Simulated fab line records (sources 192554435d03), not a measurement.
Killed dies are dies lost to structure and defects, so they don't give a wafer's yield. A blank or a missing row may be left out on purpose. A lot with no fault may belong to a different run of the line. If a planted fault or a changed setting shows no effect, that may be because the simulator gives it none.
Lot-split experiment    flow n5-finfet    route with 1938 steps; 7 lots, 39 wafers read

== SPLIT DETAILS ==
At N5_BEOL_M6_ALD_77 (deposits TaN, target thk 2 nm, pulse time 2 s, purge time 3 s), the setting ald-cycles was moved away from the recipe's 40 on 9 of the 39 wafers read, by -20.0% to +45.0%. This setting was run at the recipe's value on the other wafers.

Reading taken at the split's own step.

== THE READING ==
TaN_of_BEOL_M6_ALD_77.thk-nm (the simulator's own value, which no gauge read), in nm, at N5_BEOL_M6_ALD_77 (deposits TaN, target thk 2 nm, pulse time 2 s, purge time 3 s). The file does not state a usual value for it.

wafer   tool, chamber at the split  ald-cycles as run  against the recipe  TaN_of_BEOL_M6_ALD_77.thk-nm, nm  against lot-mates on the recipe
L074.1  ald-metal-04, 3,2,1,1,3,2   40                 recipe              2                                 -
L074.2  ald-metal-04, 3,2,1,1,3,2   40                 recipe              2                                 -
L074.3  ald-metal-04, 3,2,1,1,3,2   40                 recipe              2                                 -
L074.4  ald-metal-04, 3,2,1,1,3,2   40                 recipe              2                                 -
L074.5  ald-metal-04, 3,2,1,1,3,2   40                 recipe              2                                 -
L074.6  ald-metal-04, 3,2,1,1,3,2   40                 recipe              2                                 -
L075.1  ald-metal-02, 3,0,3         32                 -20.0%              1.6                               -0.4
L075.2  ald-metal-02, 3,0,3         32                 -20.0%              1.6                               -0.4
L075.5  ald-metal-02, 3,0,3         32                 -20.0%              1.6                               -0.4
L075.3  ald-metal-02, 1,2,0         40                 recipe              2                                 -
L075.4  ald-metal-02, 1,2,0         40                 recipe              2                                 -
L075.6  ald-metal-02, 1,2,0         40                 recipe              2                                 -
L082.1  ald-metal-03, 1,2,3         40                 recipe              2                                 -
L082.4  ald-metal-03, 1,2,3         40                 recipe              2                                 -
L082.6  ald-metal-03, 1,2,3         40                 recipe              2                                 -
L085.1  ald-metal-03, 1,0,3,2,2,3   40                 recipe              2                                 -
L085.2  ald-metal-03, 1,0,3,2,2,3   40                 recipe              2                                 -
L085.3  ald-metal-03, 1,0,3,2,2,3   40                 recipe              2                                 -
L085.4  ald-metal-03, 1,0,3,2,2,3   40                 recipe              2                                 -
L085.5  ald-metal-03, 1,0,3,2,2,3   40                 recipe              2                                 -
L085.6  ald-metal-03, 1,0,3,2,2,3   40                 recipe              2                                 -
L088.1  ald-metal-02, 0,3,1         40                 recipe              2                                 -
L088.3  ald-metal-02, 0,3,1         40                 recipe              2                                 -
L088.4  ald-metal-02, 0,3,1         40                 recipe              2                                 -
L088.2  ald-metal-02, 2,3,2         58                 +45.0%              3                                 +1.0
L088.5  ald-metal-02, 2,3,2         58                 +45.0%              3                                 +1.0
L088.6  ald-metal-02, 2,3,2         58                 +45.0%              3                                 +1.0
L089.1  ald-metal-02, 3,2,2         58                 +45.0%              3                                 +1.0
L089.3  ald-metal-02, 3,2,2         58                 +45.0%              3                                 +1.0
L089.6  ald-metal-02, 3,2,2         58                 +45.0%              3                                 +1.0
L089.2  ald-metal-02, 1,0,3         40                 recipe              2                                 -
L089.4  ald-metal-02, 1,0,3         40                 recipe              2                                 -
L089.5  ald-metal-02, 1,0,3         40                 recipe              2                                 -
L094.1  ald-metal-02, 0,2,1,3,3,2   40                 recipe              2                                 -
L094.2  ald-metal-02, 0,2,1,3,3,2   40                 recipe              2                                 -
L094.3  ald-metal-02, 0,2,1,3,3,2   40                 recipe              2                                 -
L094.4  ald-metal-02, 0,2,1,3,3,2   40                 recipe              2                                 -
L094.5  ald-metal-02, 0,2,1,3,3,2   40                 recipe              2                                 -
L094.6  ald-metal-02, 0,2,1,3,3,2   40                 recipe              2                                 -
Rows listing several chambers each stand for several wafers; the file does not say which wafer went through which chamber.

FIT RESULTS
A straight line over all 39 wafers: TaN_of_BEOL_M6_ALD_77.thk-nm changes by +0.0219 nm for each +1% of ald-cycles; r = +1.00; the points scatter about the line by 0.011 nm.
The same after taking each lot's own level away (the mean of its wafers on the recipe; 39 wafers): +0.0219 nm for each +1%; r = +1.00; scatter 0.011 nm.
According to that fit, moving ald-cycles by its largest amount changes the reading by 0.99 nm.
The lots' own levels span 2.00 to 2.00 nm.
Consequently the slope shifts little with the lot-to-lot level, the two slopes agreeing.
Check: for one of the wafers moved furthest among these (+45.0%), held out of the fit, the line's prediction against its lot-mates is +0.991 nm. Against them it came out at +1 nm.

== THE OTHER SPLITS THESE WAFERS WENT THROUGH ==
Before the reading, these wafers also passed through other splits. Each is held against what the fit with the lots' levels taken away leaves over:
other split on the same wafers                   wafers away from the commonest value  r with TaN_of_BEOL_M6_ALD_77.thk-nm (lot level and that fit taken away)
N5_FIN_SAQP_PECVD_06 time-s                      12                                    -0.41
N5_DUMMY_GATE_ALD_02 target-thk-a                15                                    -0.04
N5_MOL_CONTACT_COAG_ETCHBACK_135 target-depth-a  15                                    +0.08
N5_BEOL_M1_ILD_DEP_00 time-s                     9                                     +0.00

== FILE'S OWN FIT ==
TaN_of_BEOL_M6_ALD_77.thk-nm changes by +0.022 nm for each +1% of ald-cycles, r = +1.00.
